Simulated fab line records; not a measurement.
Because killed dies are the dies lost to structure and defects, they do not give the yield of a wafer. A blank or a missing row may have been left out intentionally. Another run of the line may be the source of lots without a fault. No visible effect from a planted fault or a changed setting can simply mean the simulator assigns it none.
Chamber matching	flow n5Finfet	4 sister chambers for N5_BEOL_M6_ETCH_65 on rieDiel-05
The step etches SiARC in CF4, target depth 15.6 nm, time 26 s. 4 wafers are shown with their chamber, then 8 later ones without.

WAFERS PAIRED WITH THEIR CHAMBERS
wafer	chamber	drypumpMotorCurrentA (A)
L089.6	1	5.7
L090.2	2	5.8
L090.3	0	5.1
L091.1	3	5.9

WAFERS WHOSE CHAMBER IS MISSING
wafer	drypumpMotorCurrentA (A)
L091.2	5.8
L091.3	5.6
L093.1	5.7
L093.5	5.7
L093.6	5.0
L092.2	5.1
L092.4	5.7
L092.5	5.9

THE CHAMBER EACH PASSED THROUGH
wafer	from the rows above	in truth
L091.2	can't be placed: 2 or 1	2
L091.3	can't be placed: 1 or 2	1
L093.1	can't be placed: 1 or 2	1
L093.5	can't be placed: 1 or 2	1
L093.6	0	0
L092.2	0	0
L092.4	can't be placed: 1 or 2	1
L092.5	3	3
Placed correctly: 3 of 8. Not placeable from these rows: 5 (in 5, the candidates include the true chamber). Number placed wrongly: 0.
How it was worked out, from the rows above alone: a wafer's distance from a chamber is the root of the sum, over the readings, of the square of ((its reading less the chamber's mean) divided by the reading's scatter). The wafer belongs to the nearest chamber; if the next one is less than 2 further off, it can't be placed. For every chamber, the mean is computed from those of its wafers that are shown. The scatter: with one shown wafer a chamber, the root of the mean of the squares of how far each hidden wafer lies from its nearest shown one.
